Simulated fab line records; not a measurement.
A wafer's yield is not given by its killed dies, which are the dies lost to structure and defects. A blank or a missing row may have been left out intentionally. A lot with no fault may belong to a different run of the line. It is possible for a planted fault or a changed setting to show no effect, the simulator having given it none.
fab line records	flow nand-harc
record: lots: 7	wafers: 19	last-day: 34
route steps=1302 shown A_SOURCE_PLATE@418 A_ONON_D1@424 END@1302
lots untouched by any fault: they come from a run of this same line in which no faults occurred
start-h: hours from the record's first day to the start of the lot's first wafer shown	wait-h: hours elapsed since this lot's preceding step	" repeats the value in the row above	L1.1+2: one row covering several wafers at once	- no value, or no start given	* or withheld: withheld	< > ~ a bound
route shown NAME@n: a module of which the file shows steps, and the number in the route of the first	usual: average and standard deviation across the fault-free wafers	same: alike in all rows	chamber/n: place in a boat	sites: readings site by site	_std_site: standard deviation of those values	_edge_site: outer sites' mean less inner sites'	radius-mm: for every site, how far away it sits from the centre of the wafer	mask NAME#n: copy n	behind: the tool/chamber that last shaped the wafer	hold: what put the lot on hold/how long, in hours/how the hold closed	device: which transistor (n, p or np) failed to switch	end of line: the route-end tests of the same wafers	for a step that has no rows: nothing shown but its recipe	killed: dies that structure and defects cost at the first sort, which is not the same as the wafer's yield	map: dies across one wafer; x = killed, . = not, _ = none there
set.NAME: the setting the step ran with; set.NAME@STEP: the setting that earlier step ran with	model.NAME: the simulator's own value behind a step, which no gauge read
a table for each step, a row for each wafer; lots at some steps of the route
services: from which hour (start-h, from the record's first day; less than 0 if before it) a tool's chamber was out of use, for how many hours, and why
== steps ==
step: NHARC_A_SOURCE_PLATE_CVD_03
recipe: target-thk-a: 2000	temp-c: 620	pressure-mtorr: 200	time-s: 4000	material: poly-Si
step: NHARC_A_SOURCE_PLATE_ANNEAL_05
recipe: temp-c: 850	time-s: 1800
step: NHARC_A_SOURCE_PLATE_THK_MEAS_06
recipe: thk-meas-gauge: ellipsometry
usual: thk-nm: 200.5/2.3
lot.wafer	tool	chamber	start-h	wait-h	thk-nm
L315.1	film-metro-01	-	215.16	0.4	199.0
L315.2	"	-	"	"	200.8
L315.4	"	-	"	"	201.9
L320.1	film-metro-02	-	272.32	0.4	196.4
L320.3	"	-	"	"	198.4
L320.5	"	-	"	"	195.4
L323.3	film-metro-02	-	308.52	0.4	202.3
L323.4	"	-	"	"	202.3
L323.6	"	-	"	"	201.9
L325.3	film-metro-02	-	326.65	0.4	198.4
L325.6	"	-	"	"	198.2
L327.3	film-metro-01	-	337.97	0.4	204.8
L327.5	"	-	"	"	202.9
L331.1	film-metro-01	-	384.58	0.4	203.2
L331.2	"	-	"	"	204.0
L331.6	"	-	"	"	202.1
L332.1	film-metro-01	-	396.24	0.4	196.0
L332.2	"	-	"	"	200.5
L332.5	"	-	"	"	199.2
step: NHARC_A_SOURCE_PLATE_INSPECT_08
usual: raw-defect-count: 61/20
lot.wafer	tool	chamber	start-h	wait-h	raw-defect-count
L315.1	defect-inspect-02	-	215.23	0.0	73
L315.2	"	-	"	"	93
L315.4	"	-	"	"	39
L320.1	defect-inspect-02	-	272.39	0.0	48
L320.3	"	-	"	"	48
L320.5	"	-	"	"	53
L323.3	defect-inspect-02	-	308.61	0.0	59
L323.4	"	-	"	"	70
L323.6	"	-	"	"	70
L325.3	defect-inspect-01	-	326.75	0.0	29
L325.6	"	-	"	"	56
L327.3	defect-inspect-01	-	338.03	0.0	48
L327.5	"	-	"	"	29
L331.1	defect-inspect-02	-	384.64	0.0	87
L331.2	"	-	"	"	32
L331.6	"	-	"	"	84
L332.1	defect-inspect-01	-	396.34	0.0	83
L332.2	"	-	"	"	50
L332.5	"	-	"	"	66
step: NHARC_A_ONON_D1_DEP_00
recipe: target-thk-a: 10000	n2-flow-sccm: 2750	n2o-flow-sccm: 2000	nh3-flow-sccm: 500	sih4-flow-sccm: 210	temp-c: 400
step: NHARC_A_ONON_D1_THK_MEAS_02
recipe: thk-meas-gauge: ellipsometry
usual: thk-nm: 1001/8.6
lot.wafer	tool	chamber	start-h	wait-h	thk-nm
L315.1	film-metro-01	-	215.80	-	1005
L315.2	"	-	"	"	1005
L315.4	"	-	"	"	1004
L320.1	film-metro-02	-	272.96	-	1009
L320.3	"	-	"	"	1011
L320.5	"	-	"	"	1011
L323.3	film-metro-01	-	309.19	-	992
L323.4	"	-	"	"	991
L323.6	"	-	"	"	992
L325.3	film-metro-01	-	327.33	-	1003
L325.6	"	-	"	"	1006
L327.3	film-metro-01	-	338.61	-	983
L327.5	"	-	"	"	984
L331.1	film-metro-01	-	385.24	-	1009
L331.2	"	-	"	"	1008
L331.6	"	-	"	"	1009
L332.1	film-metro-01	-	396.92	-	1014
L332.2	"	-	"	"	1015
L332.5	"	-	"	"	1014
step: NHARC_A_ONON_D1_DEP_03
recipe: target-thk-a: 10000	n2-flow-sccm: 2750	n2o-flow-sccm: 2000	nh3-flow-sccm: 500	sih4-flow-sccm: 210	temp-c: 400
step: NHARC_A_ONON_D1_THK_MEAS_05
recipe: thk-meas-gauge: ellipsometry
usual: thk-nm: 1002/10
lot.wafer	tool	chamber	start-h	wait-h	thk-nm
L315.1	film-metro-01	-	216.37	-	1012
L315.2	"	-	"	"	1011
L315.4	"	-	"	"	1012
L320.1	film-metro-01	-	273.52	-	990
L320.3	"	-	"	"	989
L320.5	"	-	"	"	989
L323.3	film-metro-02	-	309.76	-	998
L323.4	"	-	"	"	998
L323.6	"	-	"	"	997
L325.3	film-metro-02	-	327.88	-	995
L325.6	"	-	"	"	998
L327.3	film-metro-01	-	339.18	-	1000
L327.5	"	-	"	"	1000
L331.1	film-metro-01	-	385.82	-	1000
L331.2	"	-	"	"	1002
L331.6	"	-	"	"	1001
L332.1	film-metro-02	-	397.49	-	1010
L332.2	"	-	"	"	1007
L332.5	"	-	"	"	1007
step: NHARC_A_ONON_D1_DEP_06
recipe: target-thk-a: 10000	n2-flow-sccm: 2750	n2o-flow-sccm: 2000	nh3-flow-sccm: 500	sih4-flow-sccm: 210	temp-c: 400
step: NHARC_A_ONON_D1_THK_MEAS_08
recipe: thk-meas-gauge: ellipsometry
usual: thk-nm: 999/6.7
lot.wafer	tool	chamber	start-h	wait-h	thk-nm
L315.1	film-metro-02	-	216.93	-	999
L315.2	"	-	"	"	1000
L315.4	"	-	"	"	1000
L320.1	film-metro-01	-	274.09	-	1001
L320.3	"	-	"	"	1000
L320.5	"	-	"	"	998
L323.3	film-metro-01	-	310.32	-	994
L323.4	"	-	"	"	996
L323.6	"	-	"	"	995
L325.3	film-metro-01	-	328.45	-	991
L325.6	"	-	"	"	988
L327.3	film-metro-02	-	339.75	-	995
L327.5	"	-	"	"	995
L331.1	film-metro-01	-	386.38	-	1010
L331.2	"	-	"	"	1009
L331.6	"	-	"	"	1011
L332.1	film-metro-01	-	398.06	-	997
L332.2	"	-	"	"	995
L332.5	"	-	"	"	994
step: NHARC_A_ONON_D1_DEP_09
recipe: target-thk-a: 10000	n2-flow-sccm: 2750	n2o-flow-sccm: 2000	nh3-flow-sccm: 500	sih4-flow-sccm: 210	temp-c: 400
usual: susceptor-temp-C: 400.05/0.22
lot.wafer	tool	chamber	start-h	wait-h	susceptor-temp-C
L315.1	pecvd-onon-04	0	216.99	0.1	400.46
L315.2	"	0	"	"	400.35
L315.4	"	0	"	"	400.19
L320.1	pecvd-onon-03	0	274.15	0.1	400.22
L320.3	"	0	"	"	399.77
L320.5	"	0	"	"	400.19
L323.3	pecvd-onon-04	0	310.49	0.2	400.08
L323.4	"	0	"	"	399.99
L323.6	"	0	"	"	399.92
L325.3	pecvd-onon-04	0	328.62	0.2	400.41
L325.6	"	0	"	"	400.12
L327.3	pecvd-onon-04	0	339.93	0.2	399.92
L327.5	"	0	"	"	400.02
L331.1	pecvd-onon-03	0	386.44	0.1	400.08
L331.2	"	0	"	"	399.94
L331.6	"	0	"	"	400.09
L332.1	pecvd-onon-03	0	398.12	0.1	400.19
L332.2	"	0	"	"	399.99
L332.5	"	0	"	"	399.92
step: NHARC_A_ONON_D1_THK_MEAS_11
recipe: thk-meas-gauge: ellipsometry
usual: thk-nm: 998/9.3
lot.wafer	tool	chamber	start-h	wait-h	thk-nm
L315.1	film-metro-01	-	217.49	-	1012
L315.2	"	-	"	"	1014
L315.4	"	-	"	"	1011
L320.1	film-metro-02	-	274.65	-	998
L320.3	"	-	"	"	998
L320.5	"	-	"	"	998
L323.3	film-metro-02	-	310.89	-	1518
L323.4	"	-	"	"	996
L323.6	"	-	"	"	995
L325.3	film-metro-01	-	329.02	-	1519
L325.6	"	-	"	"	999
L327.3	film-metro-02	-	340.33	-	1505
L327.5	"	-	"	"	983
L331.1	film-metro-01	-	386.95	-	1001
L331.2	"	-	"	"	1000
L331.6	"	-	"	"	999
L332.1	film-metro-02	-	398.63	-	984
L332.2	"	-	"	"	983
L332.5	"	-	"	"	984
step: NHARC_A_ONON_D1_DEP_12
recipe: target-thk-a: 10000	n2-flow-sccm: 2750	n2o-flow-sccm: 2000	nh3-flow-sccm: 500	sih4-flow-sccm: 210	temp-c: 400
step: NHARC_END_SORT_01
recipe: temp-c: 25
usual: killed-at-array: 51/18	killed-at-other: 1.0/1.2	killed-at-periphery: 3.7/2.9	killed-dies: 55/19	killed-open: 3.5/1.9	killed-short: 2.6/1.6
same: gross-dies: 677
lot.wafer	tool	chamber	start-h	wait-h	killed-at-array	killed-at-other	killed-at-periphery	killed-dies	killed-open	killed-short
L315.1	prober-01	0	605.32	2.5	48	0	1	49	4	4
L315.2	prober-01	0	606.12	2.8	56	1	3	60	6	3
L315.4	prober-01	0	607.74	3.4	50	1	4	55	1	1
L320.1	prober-01	0	682.91	2.5	27	0	4	31	1	1
L320.3	prober-01	0	684.54	3.1	33	0	2	35	4	3
L320.5	prober-01	0	686.18	3.8	29	0	5	34	5	3
L323.3	prober-02	0	710.54	3.1	665	0	12	677	2	1
L323.4	prober-02	0	711.34	3.4	51	1	10	62	5	1
L323.6	prober-02	0	712.93	4.0	54	1	7	62	3	2
L325.3	prober-01	0	732.21	3.1	669	0	8	677	5	1
L325.6	prober-01	0	734.60	4.0	49	2	7	58	5	3
L327.3	prober-01	0	749.17	3.1	674	0	3	677	1	6
L327.5	prober-01	0	750.77	3.7	54	1	3	58	1	5
L332.1	prober-02	0	795.03	2.5	33	1	1	35	5	2
L332.2	prober-02	0	795.84	2.8	63	0	0	63	4	3
L332.5	prober-02	0	798.26	3.7	54	1	3	58	7	1
L331.1	prober-01	0	813.46	2.5	20	1	2	23	5	0
L331.2	prober-01	0	814.26	2.8	20	3	2	25	5	1
L331.6	prober-01	0	817.46	4.0	26	2	2	30	4	2
killed by level:class
L315.1 A_CHANNEL_HOLE_D1:chamber-film-flake=34 A_CHANNEL_HOLE_D2:chamber-film-flake=3 A_ONON_D2:geometric-particle:short=2 A_CHANNEL_FILL_D1:geometric-particle:open=1 A_DECK1_JOINT:geometric-particle:short=1 A_ONON_D2:geometric-particle:open=1 A_SGD_CUT:geometric-particle:open=1 A_WL_FILL:geometric-particle:short=1
L315.2 A_CHANNEL_HOLE_D1:chamber-film-flake=36 A_CHANNEL_HOLE_D2:chamber-film-flake=7 A_CHANNEL_FILL_D1:chamber-film-flake=3 A_SGD_CUT:chamber-film-flake=3 P_CONTACT:geometric-particle:open=2 P_M0:geometric-particle:open=1 A_ONON_D1:geometric-particle:open=1 A_DECK1_JOINT:geometric-particle:open=1
L315.4 A_CHANNEL_HOLE_D1:chamber-film-flake=29 A_CHANNEL_HOLE_D2:chamber-film-flake=17 A_SGD_CUT:chamber-film-flake=2 P_STI:geometric-particle:short=1 P_CONTACT:geometric-particle:open=1 P_ZERO_WELL:chamber-film-flake=1 P_GATE:chamber-film-flake=1 A_ZERO_WELL:chamber-film-flake=1
L320.1 A_CHANNEL_HOLE_D1:chamber-film-flake=11 A_STAIRCASE:chamber-film-flake=4 P_GATE:chamber-film-flake=3 A_CHANNEL_HOLE_D2:chamber-film-flake=3 A_SLIT:chamber-film-flake=2 A_WL_FILL:chamber-film-flake=2 A_CHANNEL_HOLE_D2:geometric-particle:open=1 A_WL_FILL:geometric-particle:short=1
L320.3 A_STAIRCASE:chamber-film-flake=7 A_CHANNEL_HOLE_D1:chamber-film-flake=5 A_SLIT:chamber-film-flake=4 A_CHANNEL_FILL_D2:chamber-film-flake=3 A_CONTACT:geometric-particle:open=2 A_DECK1_JOINT:chamber-film-flake=2 A_CHANNEL_HOLE_D2:chamber-film-flake=2 A_WL_FILL:chamber-film-flake=2
L320.5 A_CHANNEL_HOLE_D2:chamber-film-flake=8 A_STAIRCASE:chamber-film-flake=7 A_CHANNEL_HOLE_D1:chamber-film-flake=3 A_CHANNEL_HOLE_D2:geometric-particle:open=2 A_SLIT:chamber-film-flake=2 P_ZERO_WELL:geometric-particle:short=1 P_GATE:geometric-particle:open=1 P_CONTACT:geometric-particle:open=1
L323.3 A_ONON_D1:area-dep=615 A_CHANNEL_HOLE_D2:chamber-film-flake=24 A_SLIT:chamber-film-flake=10 A_STAIRCASE:chamber-film-flake=6 P_BONDPAD:chamber-film-flake=5 A_CHANNEL_HOLE_D1:chamber-film-flake=5 P_CONTACT:chamber-film-flake=4 P_GATE:chamber-film-flake=3
L323.4 A_SLIT:chamber-film-flake=27 A_CHANNEL_HOLE_D2:chamber-film-flake=8 A_STAIRCASE:chamber-film-flake=5 P_BONDPAD:chamber-film-flake=4 P_CONTACT:chamber-film-flake=3 P_GATE:chamber-film-flake=2 A_WL_FILL:chamber-film-flake=2 A_CONTACT:chamber-film-flake=2
L323.6 A_SLIT:chamber-film-flake=34 A_CHANNEL_HOLE_D2:chamber-film-flake=7 P_CONTACT:chamber-film-flake=4 A_STAIRCASE:chamber-film-flake=4 A_CHANNEL_HOLE_D1:chamber-film-flake=3 P_BONDPAD:chamber-film-flake=2 A_WL_FILL:chamber-film-flake=2 A_ONON_D2:geometric-particle:short=1
L325.3 A_ONON_D1:area-dep=629 A_CHANNEL_HOLE_D2:chamber-film-flake=13 A_CHANNEL_HOLE_D1:chamber-film-flake=10 A_SLIT:chamber-film-flake=6 P_GATE:chamber-film-flake=4 P_STI:chamber-film-flake=2 A_DECK1_JOINT:chamber-film-flake=2 A_WL_FILL:chamber-film-flake=2
L325.6 A_CHANNEL_HOLE_D2:chamber-film-flake=21 A_SLIT:chamber-film-flake=10 A_CHANNEL_HOLE_D1:chamber-film-flake=8 A_ONON_D2:geometric-particle:open=2 P_STI:chamber-film-flake=2 P_GATE:chamber-film-flake=2 A_DECK1_JOINT:chamber-film-flake=2 THIN_TSV:chamber-film-flake=2
L327.3 A_ONON_D1:area-dep=625 A_CHANNEL_HOLE_D1:chamber-film-flake=29 A_SLIT:chamber-film-flake=5 A_CONTACT:chamber-film-flake=5 A_ONON_D2:geometric-particle:short=2 A_WL_FILL:chamber-film-flake=2 P_CONTACT:geometric-particle:short=1 A_CHANNEL_FILL_D1:geometric-particle:open=1
L327.5 A_CHANNEL_HOLE_D1:chamber-film-flake=32 A_CONTACT:chamber-film-flake=8 A_SLIT:chamber-film-flake=7 A_CHANNEL_FILL_D2:geometric-particle:short=2 P_CONTACT:chamber-film-flake=2 P_CONTACT:geometric-particle:open=1 A_CHANNEL_HOLE_D2:geometric-particle:short=1 A_WL_FILL:geometric-particle:short=1
L332.1 A_SLIT:chamber-film-flake=12 A_CHANNEL_HOLE_D2:chamber-film-flake=6 A_CONTACT:chamber-film-flake=5 A_CONTACT:geometric-particle:open=2 A_STAIRCASE:chamber-film-flake=2 P_CONTACT:geometric-particle:short=1 A_ONON_D1:geometric-particle:short=1 A_CHANNEL_FILL_D1:geometric-particle:open=1
L332.2 A_CHANNEL_HOLE_D2:chamber-film-flake=24 A_SLIT:chamber-film-flake=22 A_CONTACT:chamber-film-flake=4 A_DECK1_JOINT:geometric-particle:short=2 A_STAIRCASE:chamber-film-flake=2 A_WL_FILL:chamber-film-flake=2 A_ONON_D1:geometric-particle:open=1 A_DECK1_JOINT:geometric-particle:open=1
L332.5 A_SLIT:chamber-film-flake=31 A_CHANNEL_HOLE_D2:chamber-film-flake=11 A_CONTACT:chamber-film-flake=5 P_GATE:geometric-particle:open=1 P_CONTACT:geometric-particle:short=1 P_M1:geometric-particle:open=1 A_CHANNEL_FILL_D1:geometric-particle:open=1 A_DECK1_JOINT:geometric-particle:open=1
L331.1 A_CONTACT:chamber-film-flake=5 A_SLIT:chamber-film-flake=3 A_WL_FILL:chamber-film-flake=3 A_M0:chamber-film-flake=2 P_CONTACT:geometric-particle:open=1 P_M0:geometric-particle:open=1 A_CHANNEL_FILL_D2:geometric-particle:open=1 A_BLC:geometric-particle:open=1
L331.2 A_SLIT:chamber-film-flake=6 A_CONTACT:chamber-film-flake=5 A_M0:chamber-film-flake=5 P_M0:geometric-particle:open=2 A_CONTACT:geometric-particle:open=1 A_BLC:geometric-particle:open=1 STARTING-WAFER:geometric-particle:short=1 STARTING-WAFER:geometric-particle:open=1
L331.6 A_SLIT:chamber-film-flake=9 A_CHANNEL_HOLE_D2:chamber-film-flake=3 A_M0:chamber-film-flake=3 A_CHANNEL_HOLE_D1:chamber-film-flake=2 A_CONTACT:chamber-film-flake=2 THIN_TSV:chamber-film-flake=2 P_M2:geometric-particle:open=1 A_ONON_D1:geometric-particle:short=1
map L323.3 (x killed, . not)
____________x____________
_________xxxxxxx_________
_______xxxxxxxxxxx_______
______xxxxxxxxxxxxx______
_____xxxxxxxxxxxxxxx_____
____xxxxxxxxxxxxxxxxx____
____xxxxxxxxxxxxxxxxx____
___xxxxxxxxxxxxxxxxxxx___
___xxxxxxxxxxxxxxxxxxx___
__xxxxxxxxxxxxxxxxxxxxx__
__xxxxxxxxxxxxxxxxxxxxx__
_xxxxxxxxxxxxxxxxxxxxxxx_
_xxxxxxxxxxxxxxxxxxxxxxx_
_xxxxxxxxxxxxxxxxxxxxxxx_
_xxxxxxxxxxxxxxxxxxxxxxx_
_xxxxxxxxxxxxxxxxxxxxxxx_
xxxxxxxxxxxxxxxxxxxxxxxxx
xxxxxxxxxxxxxxxxxxxxxxxxx
xxxxxxxxxxxxxxxxxxxxxxxxx
xxxxxxxxxxxxxxxxxxxxxxxxx
xxxxxxxxxxxxxxxxxxxxxxxxx
_xxxxxxxxxxxxxxxxxxxxxxx_
_xxxxxxxxxxxxxxxxxxxxxxx_
_xxxxxxxxxxxxxxxxxxxxxxx_
_xxxxxxxxxxxxxxxxxxxxxxx_
_xxxxxxxxxxxxxxxxxxxxxxx_
__xxxxxxxxxxxxxxxxxxxxx__
__xxxxxxxxxxxxxxxxxxxxx__
___xxxxxxxxxxxxxxxxxxx___
___xxxxxxxxxxxxxxxxxxx___
____xxxxxxxxxxxxxxxxx____
____xxxxxxxxxxxxxxxxx____
_____xxxxxxxxxxxxxxx_____
______xxxxxxxxxxxxx______
_______xxxxxxxxxxx_______
_________xxxxxxx_________
____________x____________
map L325.3 (x killed, . not)
____________x____________
_________xxxxxxx_________
_______xxxxxxxxxxx_______
______xxxxxxxxxxxxx______
_____xxxxxxxxxxxxxxx_____
____xxxxxxxxxxxxxxxxx____
____xxxxxxxxxxxxxxxxx____
___xxxxxxxxxxxxxxxxxxx___
___xxxxxxxxxxxxxxxxxxx___
__xxxxxxxxxxxxxxxxxxxxx__
__xxxxxxxxxxxxxxxxxxxxx__
_xxxxxxxxxxxxxxxxxxxxxxx_
_xxxxxxxxxxxxxxxxxxxxxxx_
_xxxxxxxxxxxxxxxxxxxxxxx_
_xxxxxxxxxxxxxxxxxxxxxxx_
_xxxxxxxxxxxxxxxxxxxxxxx_
xxxxxxxxxxxxxxxxxxxxxxxxx
xxxxxxxxxxxxxxxxxxxxxxxxx
xxxxxxxxxxxxxxxxxxxxxxxxx
xxxxxxxxxxxxxxxxxxxxxxxxx
xxxxxxxxxxxxxxxxxxxxxxxxx
_xxxxxxxxxxxxxxxxxxxxxxx_
_xxxxxxxxxxxxxxxxxxxxxxx_
_xxxxxxxxxxxxxxxxxxxxxxx_
_xxxxxxxxxxxxxxxxxxxxxxx_
_xxxxxxxxxxxxxxxxxxxxxxx_
__xxxxxxxxxxxxxxxxxxxxx__
__xxxxxxxxxxxxxxxxxxxxx__
___xxxxxxxxxxxxxxxxxxx___
___xxxxxxxxxxxxxxxxxxx___
____xxxxxxxxxxxxxxxxx____
____xxxxxxxxxxxxxxxxx____
_____xxxxxxxxxxxxxxx_____
______xxxxxxxxxxxxx______
_______xxxxxxxxxxx_______
_________xxxxxxx_________
____________x____________
== services ==
tool	chamber	start-h	hours	kind
pecvd-onon-03	-	227.00	13.0	pm
pecvd-onon-04	-	311.30	13.0	pm
pecvd-onon-04	-	362.11	18.0	repair
== key ==
first-sign: step: NHARC_A_ONON_D1_THK_MEAS_11	reading: thk-nm	direction: up	sigmas: 55	usual: 998	struck: 1514
effect: step: NHARC_END_SORT_01	reading: killed-at-array	direction: up	sigmas: 34	usual: 51	struck: 669
more-kills-born-at: NHARC_A_ONON_D1_DEP_09@pecvd-onon-04: 1869
met-at NHARC_A_ONON_D1_DEP_09
struck-wafers L323.3,L325.3,L327.3
later-rows-left-out L323.3,L325.3,L327.3
tester-left-out L323,L325,L327
onset-between 216.99 310.49
fault: kind: process-parameter-drift	tool: pecvd-onon-04	chamber: -	onset-h: 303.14	steps: NHARC_A_ONON_D1_DEP_09	channel: target-thk-a	offset: *	shape: step	end-h: 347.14	scope: struck-wafers-only	acts-in: *	stated: *
tester-left-out: of these lots the tester's yield and bins aren't shown, on N5 and GAA mostly nor the transistor test; their killed dies are dies lost to structure and defects alone, not to doping, threshold or leakage, so they don't give the yield
later-rows-left-out: the simulator's readings of these wafers behind a module that went badly wrong aren't trusted and aren't shown, but for the sort
